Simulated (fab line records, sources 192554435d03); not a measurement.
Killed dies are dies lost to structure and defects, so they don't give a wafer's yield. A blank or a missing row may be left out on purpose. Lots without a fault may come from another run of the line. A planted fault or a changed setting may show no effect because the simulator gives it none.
Split-lot experiment | flow n5_finfet | 7 lots, 21 wafers read, on a route of 1938 steps

THE SPLIT
At N5_WELL_APT_PEB_06 (peb time 90 s), the setting peb_time_s was moved away from the recipe's 90 s on 7 of the 21 wafers read, by -20.4% to +18.1%. The other wafers ran this setting at the recipe's value.

FROM THE SPLIT TO THE READING: what the file shows between them, 2 steps
- N5_WELL_APT_DEVELOP_07: develop time 45 s (also split here: develop_time_s)
- N5_WELL_APT_HARDBAKE_12: time 120 s

THE READING
cd_nm, in nm, at N5_WELL_APT_CD_MEAS_08 (target cd 200 nm). Fault-free wafers of this fab line usually give 200.2 nm, standard deviation 2 nm.

wafer  | tool, chamber at the split | peb_time_s as run, s | against the recipe | cd_nm, nm | against lot-mates on the recipe
L077.2 | litho_track-01, 0          | 90                   | recipe             | 203.5     | -
L077.4 | litho_track-01, 0          | 90                   | recipe             | 200.4     | -
L077.5 | litho_track-01, 0          | 90                   | recipe             | 199.6     | -
L078.1 | litho_track-01, 0          | 90                   | recipe             | 200.3     | -
L078.2 | litho_track-01, 0          | 90                   | recipe             | 202.0     | -
L078.3 | litho_track-01, 0          | 74.91                | -16.8%             | 194.5     | -6.7
L079.2 | litho_track-01, 0          | 90                   | recipe             | 203.9     | -
L079.3 | litho_track-01, 0          | 97.08                | +7.9%              | 205.8     | +3.4
L079.6 | litho_track-01, 0          | 90                   | recipe             | 200.9     | -
L081.3 | litho_track-04, 0          | 76.64                | -14.8%             | 191.1     | -9.0
L081.5 | litho_track-04, 0          | 76.64                | -14.8%             | 193.1     | -7.0
L081.6 | litho_track-04, 0          | 90                   | recipe             | 200.1     | -
L093.1 | litho_track-05, 0          | 71.61                | -20.4%             | 190.2     | -6.7
L093.3 | litho_track-05, 0          | 71.61                | -20.4%             | 190.6     | -6.3
L093.5 | litho_track-05, 0          | 90                   | recipe             | 196.9     | -
L095.1 | litho_track-05, 0          | 90                   | recipe             | 199.8     | -
L095.2 | litho_track-05, 0          | 90                   | recipe             | 196.6     | -
L095.5 | litho_track-05, 0          | 90                   | recipe             | 196.6     | -
L096.1 | litho_track-04, 0          | 106.3                | +18.1%             | 206.2     | +4.9
L096.2 | litho_track-04, 0          | 90                   | recipe             | 201.0     | -
L096.5 | litho_track-04, 0          | 90                   | recipe             | 201.6     | -

THE FIT
A straight line over all 21 wafers: cd_nm changes by +0.454 nm for each +1% of peb_time_s; r = +0.90; the points scatter about the line by 2.1 nm.
The same after taking each lot's own level away (the mean of its wafers on the recipe; 21 wafers): +0.368 nm for each +1%; r = +0.92; scatter 1.5 nm.
On that fit, the largest move of peb_time_s shifts the reading by 7.5 nm.
The lots' own levels span 196.90 to 202.40 nm, that is 2.8 times the standard deviation above.
So the lot-to-lot level changes the slope: the two fits differ.
Check: with one of the wafers moved furthest among these (-20.4%) left out of the fit, the line predicts -8.04 nm for it against its lot-mates. It came out at -6.7 nm against them.

OTHER SPLITS ON THESE WAFERS
These wafers also went through other splits before the reading. Each is held against what the fit with the lots' levels taken away leaves over:
other split on the same wafers        | wafers away from the commonest value | r with cd_nm (lot level and that fit taken away)
N5_WELL_APT_DEVELOP_07 develop_time_s | 9                                    | -0.06

THE WHOLE CHAIN: every reading that the file lists as answering this split, in the file's order
step                   | what it does             | reading                                                         | change (the file's fit)               | r (the file's)
N5_WELL_APT_CD_MEAS_08 | target cd 200 nm         | cd_nm                                                           | +0.367 nm for each +1% of the setting | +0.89
N5_WELL_APT_DESCUM_13  | chemistry O2, time 7.9 s | WELL_APT.cd_nm (the simulator's own value, which no gauge read) | +0.365 nm for each +1% of the setting | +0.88

THE FILE'S OWN FIT
cd_nm changes by +0.367 nm for each +1% of peb_time_s, r = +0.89.
